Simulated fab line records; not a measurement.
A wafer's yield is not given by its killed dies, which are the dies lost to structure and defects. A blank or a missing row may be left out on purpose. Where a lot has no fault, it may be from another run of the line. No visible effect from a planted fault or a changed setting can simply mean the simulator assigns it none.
What tool caused it?	flow n5Finfet	12 lots, 36 wafers sampled, at 5 steps of a route of 1938

## WHAT THE GAUGES SHOWED, per wafer
N5_BEOL_M10_CD_MEAS_18: pitch 140 nm, target cd 70 nm.
lot	measured	on	cdNm (nm)
L075	day 11 04:07	cdSem-03	69.9 70.0 70.0
L076	day 11 15:40	cdSem-02	70.4 70.7 70.2
L080	day 11 21:56	cdSem-01	70.3 70.2 69.9
L081	day 12 14:53	cdSem-03	70.1 69.8 69.7
L082	day 13 00:10	cdSem-01	70.8 70.6 70.8
L085	day 13 23:44	cdSem-03	69.4 69.7 70.3
L087	day 14 05:04	cdSem-03	69.9 69.6 69.4
L088	day 14 14:17	cdSem-02	71.1 70.7 70.7
L092	day 15 04:34	cdSem-01	70.3 70.1 69.6
L094	day 15 16:13	cdSem-01	70.6 70.1 69.9
L093	day 16 01:37	cdSem-01	68.9 70.0 70.0
L097	day 16 08:28	cdSem-02	69.9 69.8 70.4

## EACH LOT AND THE TOOL THAT RAN IT (in order: tool; ch and the chambers of the sampled wafers; start)
lot	N5_BEOL_M9_ALD_74	N5_BEOL_M9_SURFACE_TREAT_79	N5_BEOL_M10_CURE_71	N5_BEOL_M10_HM_OPEN_17
L075	aldMetal-03 ch 0,1, day 10 23:35	pvdSputter-02, day 10 23:53	uvCure-03 ch 1, day 11 01:35	rieMetal-01 ch 0,1, day 11 03:52
L076	aldMetal-01 ch 0,1,3, day 11 10:24	pvdSputter-02, day 11 10:41	uvCure-01 ch 1, day 11 12:04	rieMetal-01 ch 0,1, day 11 15:27
L080	aldMetal-01 ch 0,2, day 11 16:56	pvdSputter-02, day 11 17:13	uvCure-01 ch 0, day 11 19:05	rieMetal-01 ch 0,1, day 11 21:45
L081	aldMetal-01 ch 1,2, day 12 09:19	pvdSputter-03, day 12 09:38	uvCure-03 ch 1, day 12 11:38	rieMetal-03 ch 0,1, day 12 14:42
L082	aldMetal-01 ch 0,2,3, day 12 19:31	pvdSputter-02, day 12 19:50	uvCure-03 ch 0, day 12 22:03	rieMetal-02 ch 0,1, day 12 23:59
L085	aldMetal-03 ch 0,2,3, day 13 18:35	pvdSputter-03, day 13 18:53	uvCure-03 ch 0, day 13 20:16	rieMetal-02 ch 0, day 13 23:28
L087	aldMetal-01 ch 0,1, day 13 22:34	pvdSputter-02, day 13 23:13	uvCure-02 ch 1, day 14 00:59	rieMetal-01 ch 0,1, day 14 04:51
L088	aldMetal-04 ch 0,2, day 14 10:30	pvdSputter-02, day 14 10:49	uvCure-02 ch 0, day 14 12:18	rieMetal-01 ch 0,1, day 14 14:07
L092	aldMetal-01 ch 1,2,3, day 15 00:05	pvdSputter-03, day 15 00:24	uvCure-03 ch 2, day 15 01:57	rieMetal-01 ch 0, day 15 04:10
L094	aldMetal-04 ch 0,2, day 15 11:53	pvdSputter-03, day 15 12:11	uvCure-02 ch 1, day 15 13:31	rieMetal-02 ch 0,1, day 15 16:02
L093	aldMetal-04 ch 1,2,3, day 15 21:21	pvdSputter-02, day 15 21:53	uvCure-01 ch 0, day 15 23:27	rieMetal-03 ch 0,1, day 16 01:25
L097	aldMetal-01 ch 2,3, day 16 04:30	pvdSputter-01, day 16 04:48	uvCure-02 ch 1, day 16 06:08	rieMetal-02 ch 0,1, day 16 08:17
- N5_BEOL_M9_ALD_74: deposits TaN, target thk 2 nm, pulse time 2 s, purge time 3 s.
- N5_BEOL_M9_SURFACE_TREAT_79
- N5_BEOL_M10_CURE_71: cures SiCOH lowk, time 240 s.
- N5_BEOL_M10_HM_OPEN_17: chemistry Cl2/BCl3, target TiN, target depth 20 nm, overetch 6 nm.

## THE ANSWER, worked out from the rows above alone
Rule: usual is defined by the lots themselves. The widest of any qualifying gaps counts: lots, ordered by their means at a reading, are off when they make up no more than a third of the lots, leave a main group of 4 or more, and stand apart from it by 3 or more times the standard deviation of that group's means. Not used: any main group whose means are identical at the precision the tables above print for the reading. Also off: a lot with no number at a reading for which 4 or more lots have one. Any other lot the step has rows for is counted as sound.
No lot is off at any reading shown: from this, nothing can be told.

## WHAT THE SIMULATOR PUT IN
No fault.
